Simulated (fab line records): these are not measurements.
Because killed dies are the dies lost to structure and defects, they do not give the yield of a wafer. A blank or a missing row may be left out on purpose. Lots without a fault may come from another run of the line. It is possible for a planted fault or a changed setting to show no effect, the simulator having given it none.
Comparing a struck lot with a sound one / flow n5_finfet / 38 out of 1938 route steps
Sound: these wafers, L818.1, L818.3, L818.4. Struck: wafers L836.1, L836.2. (L836.3 of the same lot was not struck and is left out.) The cause comes at the end.
Order at every step that has rows: each side's tool, ch and its chambers, its first start. Under that, the readings that differ: sound wafers / struck wafers / difference of the means / sigmas: that difference in standard deviations of wafers without a fault.
alike: same words and numbers on both sides, and readings whose means sit less than 2 such deviations apart. not compared: any withheld reading, any reading some wafer has no value for, any bound like >300 that may hide the same value, and any number with overlapping values for which the record gives no deviation.
The two part at a step that has a row with sigmas, a row that says differs or no value, or rows on one side only. When numbers do not overlap yet have no deviation, they are printed without sigmas and do not part them. A reading that every wafer of one side lacks parts them only if that side has two wafers or more.

first, 11 steps without rows for these wafers: N5_SD_EPI_N_SD_RECESS_17 (chemistry HBr/Cl2/O2, target depth 41 nm, time 23.7 s, bt time 3 s); N5_SD_EPI_N_STRIP_38 (strips in N2/H2); N5_SD_EPI_N_WET_ETCH_43 (etches SiO2 in dHF, time 14 s, target depth 1.5 nm); N5_SD_EPI_N_STRIP_18 (strips in SPM, time 750 s); N5_SD_EPI_N_SRD_20 (time 30 s); N5_SD_EPI_N_PRECLEAN_48 (cleans in NF3:NH3, afs cycles 2, time 20 s, sublimation time 60 s); N5_SD_EPI_N_VAPOR_ETCH_50 (etches Si in HCl, time 54 s); N5_SD_EPI_N_EPI_21 (deposits Si:P, time 690 s); N5_SD_EPI_N_PRECLEAN_24 (cleans in O3/DIW, time 60 s); N5_SD_EPI_N_SRD_25 (time 30 s); N5_SD_EPI_N_PRECLEAN_49 (cleans in NF3:NH3, afs cycles 1, time 20 s, sublimation time 60 s).
N5_SD_EPI_N_LINER_46: material SiNx, target thk 3 nm.
  sound on ald_sin-01 ch 0,1,2, day 3 05:32; struck on ald_sin-01 ch 2,3, day 7 17:28
reading=model.SiNx_of_SD_EPI_N_LINER_46.thk_nm (nm); sound=3 3 3; struck=1.8 1.8; difference=-1.2; sigmas=
  alike: chamber_pressure_Torr, heater_power_w, susceptor_temp_C
then, 21 steps without rows for these wafers: N5_SD_EPI_P_COAT_34 (time 60 s, resist thk 350 nm); N5_SD_EPI_P_COAT_35 (time 60 s, resist thk 35 nm); N5_SD_EPI_P_COAT_03 (resist thk 150 nm); N5_SD_EPI_P_EBR_05; N5_SD_EPI_P_SOFTBAKE_04 (time 60 s); N5_SD_EPI_P_EXPOSE_06 (exposes mask SD P BLK, target cd 240 nm); N5_SD_EPI_P_PEB_07 (peb time 60 s); N5_SD_EPI_P_DEVELOP_08 (develop time 30 s); N5_SD_EPI_P_DESCUM_14 (chemistry O2, time 7.9 s); N5_SD_EPI_P_ETCH_36 (etches SiARC in CF4, target depth 45.5 nm, time 75.8 s); N5_SD_EPI_P_ETCH_37 (etches SOC in N2/H2, overetch 108 nm, time 486 s); N5_SD_EPI_P_STRIP_38 (strips in N2/H2); N5_SD_EPI_P_ETCHBACK_46 (etches SiNx in CH3F/O2, stops on SiO2, target depth 17.5 nm); N5_SD_EPI_P_ETCH_47 (etches SiOCN in CH3F/O2, target depth 25 nm); N5_SD_EPI_P_ETCH_16 (etches SiO2 in CHF3/O2, target depth 5 nm); N5_SD_EPI_P_STRIP_50 (strips in CHF3/O2); N5_SD_EPI_P_SD_RECESS_17 (chemistry HBr/Cl2/O2, target depth 39.1 nm, bt time 3 s); N5_SD_EPI_P_WET_ETCH_45 (etches SiO2 in dHF, time 10.7 s, target depth 2 nm, rinse time 30 s); N5_SD_EPI_P_STRIP_40 (strips in N2/H2); N5_SD_EPI_P_PRECLEAN_52 (cleans in O3/DIW, time 60 s); N5_SD_EPI_P_SRD_20 (time 30 s).
N5_SD_EPI_P_PRECLEAN_51: cleans in NF3:NH3, afs cycles 1, time 20 s, sublimation time 60 s.
  sound on epi_rpcvd-03 ch 0, day 3 07:09; struck on epi_rpcvd-01 ch 0, day 7 19:31
reading=model.SiNx_of_SD_EPI_N_LINER_46.thk_nm (nm); sound=2.6 2.6 2.6; struck=1.4 1.4; difference=-1.2; sigmas=
  alike: chamber_pressure_Torr, susceptor_temp_C
then, 2 steps without rows for these wafers: N5_SD_EPI_P_VAPOR_ETCH_44 (etches SiGe30 in NF3/Ar, time 3.3 s); N5_SD_EPI_P_EPI_21 (deposits SiGe:B, time 355 s).
-- a jump in the record: the struck wafers' starts before and after are 5 days apart (it breaks off in module SD_EPI_P and resumes in module BEOL_M4, where the first step shown is number 1111 of the route) --
N5_BEOL_M4_RC_MEAS_101:
  sound on prober-01 ch 0, day 8 10:00; struck on prober-01 ch 0, day 13 01:14
reading=DIBL_P (mV/V); sound=33.8 33.6 33.8; struck=42.8 46.8; difference=+11.1; sigmas=+6
reading=IOFF_P (nA/um); sound=0.21 0.21 0.21; struck=0.42 0.58; difference=+0.29; sigmas=+9
reading=IOFF_P_85C (nA/um); sound=3.7 3.7 3.7; struck=6.5 8.4; difference=+3.8; sigmas=+8
reading=IOFF_P_LIN (nA/um); sound=0.105 0.104 0.102; struck=0.175 0.215; difference=+0.091; sigmas=+7
reading=ION_P (uA/um); sound=465 467 468; struck=492 497; difference=+28; sigmas=+3
reading=REXT_P (ohm.um); sound=101.3 99.9 102.6; struck=87.7 86.9; difference=-14.0; sigmas=-8
reading=SS_N (mV/dec); sound=71.0 70.3 70.6; struck=72.2 72.0; difference=+1.5; sigmas=+3
reading=SS_P (mV/dec); sound=72.8 72.9 73.5; struck=74.6 75.8; difference=+2.1; sigmas=+3
reading=VT_P (mV); sound=-252 -247 -248; struck=-239 -235; difference=+12; sigmas=+4
reading=VT_P_LVT (mV); sound=-96 -96 -97; struck=-88 -84; difference=+10; sigmas=+3
  alike: DIBL_N, IOFF_N, ION_N, VT_N
-- record jumps: 4 days separate the struck wafers' starts on either side; left off in module BEOL_M4, taken up again in module PASSIVATION, whose first shown step is the route's number 1936 --
N5_PASSIVATION_PROBE_49:
  sound on prober-02, day 12 09:47; struck on prober-01, day 17 11:44
reading=sort_bin_4_leakage (%); sound=0 0 0; struck=1.61 25.25; difference=+13.43; sigmas=+99 or more
reading=sort_n_pass; sound=1052 1062 1077; struck=1064 772; difference=-146; sigmas=-8
reading=sort_yield_pct (%); sound=89.2 90.0 91.3; struck=90.2 65.4; difference=-12.4; sigmas=-8
  alike: defect_limited_yield, killed_at_M0_to_M3, killed_at_M4_up, killed_at_contacts, killed_at_front_end, killed_at_other, killed_dies, killed_on_rim, killed_open, killed_short, sort_bin_5_function, sort_bin_6_memory

## WHERE THEY PART
First at N5_BEOL_M4_RC_MEAS_101; last, within this record, at N5_PASSIVATION_PROBE_49.

WHY: what had been put in by the simulator
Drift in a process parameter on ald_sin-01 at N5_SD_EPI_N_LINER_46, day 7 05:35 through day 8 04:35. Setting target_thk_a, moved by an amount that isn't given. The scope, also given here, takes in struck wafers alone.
